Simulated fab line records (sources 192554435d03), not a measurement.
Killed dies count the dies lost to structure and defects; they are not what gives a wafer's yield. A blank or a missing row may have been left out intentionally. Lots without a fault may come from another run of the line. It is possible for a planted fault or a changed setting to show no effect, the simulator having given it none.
The same fault as seen by 3 desks + flow n5Finfet + what lay behind the numbers comes last; until then each desk has only its own

## THE METROLOGY DESK
What the gauges read for every lot (on any tool): the sampled wafers with a number, averaged. Any lot whose mean is over 4 standard deviations away from the usual mean is out of limits and marked OUT; that distance is given in the brackets. 7 of its 12 readings are shown: the first one out of limits and those lying furthest out on some lot.
Columns: A = IOFF_N at N5_BEOL_M4_RC_MEAS_101, usual 0.17 nA/um; B = IOFF_P at N5_BEOL_M4_RC_MEAS_101, usual 0.22 nA/um; C = ION_N at N5_BEOL_M4_RC_MEAS_101, usual 674 uA/um; D = ION_P at N5_BEOL_M4_RC_MEAS_101, usual 461 uA/um; E = SS_N at N5_BEOL_M4_RC_MEAS_101, usual 71.7 mV/dec; F = VT_P at N5_BEOL_M4_RC_MEAS_101, usual -250 mV; G = M14_THK at N5_BEOL_M14_THK_MEAS_50, usual 562 nm
| lot  | first seen here | A    | B    | C   | D   | E    | F    | G              |
|------|-----------------|------|------|-----|-----|------|------|----------------|
| L984 | day 8 23:49     | 0.14 | 0.20 | 670 | 466 | 70.3 | -250 | 560            |
| L987 | day 9 02:46     | 0.15 | 0.20 | 649 | 447 | 71.1 | -253 | 563            |
| L985 | day 9 02:56     | 0.20 | 0.23 | 688 | 460 | 72.8 | -251 | 550            |
| L986 | day 9 08:06     | 0.17 | 0.25 | 676 | 471 | 71.6 | -245 | 574            |
| L988 | day 9 23:44     | 0.23 | 0.28 | 689 | 467 | 72.3 | -246 | 560            |
| L992 | day 10 02:13    | 0.17 | 0.25 | 678 | 472 | 72.0 | -246 | 540            |
| L991 | day 10 02:48    | 0.16 | 0.22 | 680 | 467 | 70.9 | -248 | 574            |
| L102 | day 12 18:49    | 0.18 | 0.24 | 680 | 466 | 71.7 | -247 | 757 (+8.5) OUT |
| L103 | day 12 20:22    | 0.17 | 0.21 | 669 | 448 | 71.8 | -254 | 824 (+11) OUT  |
This desk finds L102, L103 out of limits, with the earliest case on L103 at day 16 09:01 (M14_THK at N5_BEOL_M14_THK_MEAS_50). In limits: L984, L987, L985, L986, L988, L992, L991.

## THE DEFECT DESK
For each lot, the counts of the inspections along the route, averaged over the sampled wafers that have a number. Any lot whose mean is over 4 standard deviations away from the usual mean is out of limits and marked OUT; that distance is given in the brackets.
Columns: A = rawDefectCount at N5_BEOL_M14_INSPECT_55, usual 73
| lot  | first seen here | A                      |
|------|-----------------|------------------------|
| L984 | day 12 03:02    | 62                     |
| L985 | day 12 11:06    | 105                    |
| L987 | day 12 17:53    | 79                     |
| L986 | day 12 18:04    | 68                     |
| L988 | day 13 08:29    | 70                     |
| L992 | day 13 09:21    | 50                     |
| L991 | day 13 23:50    | 45                     |
| L103 | day 16 09:11    | 3288 (+99 or more) OUT |
| L102 | day 16 14:00    | 2236 (+90) OUT         |
This desk's verdict: out of limits on L102, L103, starting with L103 at day 16 09:11 (rawDefectCount at N5_BEOL_M14_INSPECT_55). In limits: L984, L985, L987, L986, L988, L992, L991.

## FOR THE TOOL OWNER'S DESK: cmp-02
The tool's own readings at N5_BEOL_M14_CMP_49 (polishes, stops on SiO2, t overpolish 5.2 s, target thk 560 nm): means of the sampled wafers that have a number, for each lot that ran on this tool. Any lot whose mean is over 4 standard deviations away from the usual mean is out of limits and marked OUT; that distance is given in the brackets.
Columns: A = barrierFieldEndpointS at N5_BEOL_M14_CMP_49, usual 11.5 s; B = clearingPlatenRpm at N5_BEOL_M14_CMP_49, usual 80.00 rpm; C = motorCurrentA at N5_BEOL_M14_CMP_49, usual 8.3 A; D = overpolishRunS at N5_BEOL_M14_CMP_49, usual 5.200 s; E = timeToEndpointS at N5_BEOL_M14_CMP_49, usual 123 s
| lot  | first seen here | A              | B     | C   | D                       | E   |
|------|-----------------|----------------|-------|-----|-------------------------|-----|
| L985 | day 12 10:38    | 11.2           | 79.99 | 7.7 | 5.205                   | 118 |
| L988 | day 13 08:02    | 11.0           | 80.04 | 8.2 | 5.201                   | 116 |
| L992 | day 13 08:53    | 12.0           | 79.98 | 9.1 | 5.197                   | 128 |
| L991 | day 13 23:25    | 11.3           | 79.98 | 8.8 | 5.203                   | 121 |
| L103 | day 16 08:50    | 17.2 (+18) OUT | 80.02 | 8.2 | 3.952 (-99 or more) OUT | 140 |
| L102 | day 16 13:35    | 15.6 (+13) OUT | 79.96 | 8.4 | 4.235 (-99 or more) OUT | 137 |
This desk's verdict: out of limits on L102, L103, starting with L103 at day 16 08:50 (barrierFieldEndpointS at N5_BEOL_M14_CMP_49). In limits: L985, L988, L992, L991.

## PUT TOGETHER
An alarm could have come from the tool owner's desk at day 16 08:50, on L102, L103.
At day 16 09:01 the metrology desk could have sounded an alarm, on L102, L103.
The defect desk could have raised an alarm at day 16 09:11, on L102, L103.
Of the lots named, all ran N5_BEOL_M14_CMP_49 on cmp-02.

## WHAT HAD BEEN PUT IN BY THE SIMULATOR
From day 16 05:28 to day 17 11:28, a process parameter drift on cmp-02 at N5_BEOL_M14_CMP_49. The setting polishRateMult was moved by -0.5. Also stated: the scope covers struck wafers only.
Struck lots among those shown: L102, L103.
Hours from the fault's start to each desk's first reading out of limits: the tool owner's desk, 3; the metrology desk, 4; the defect desk, 4.
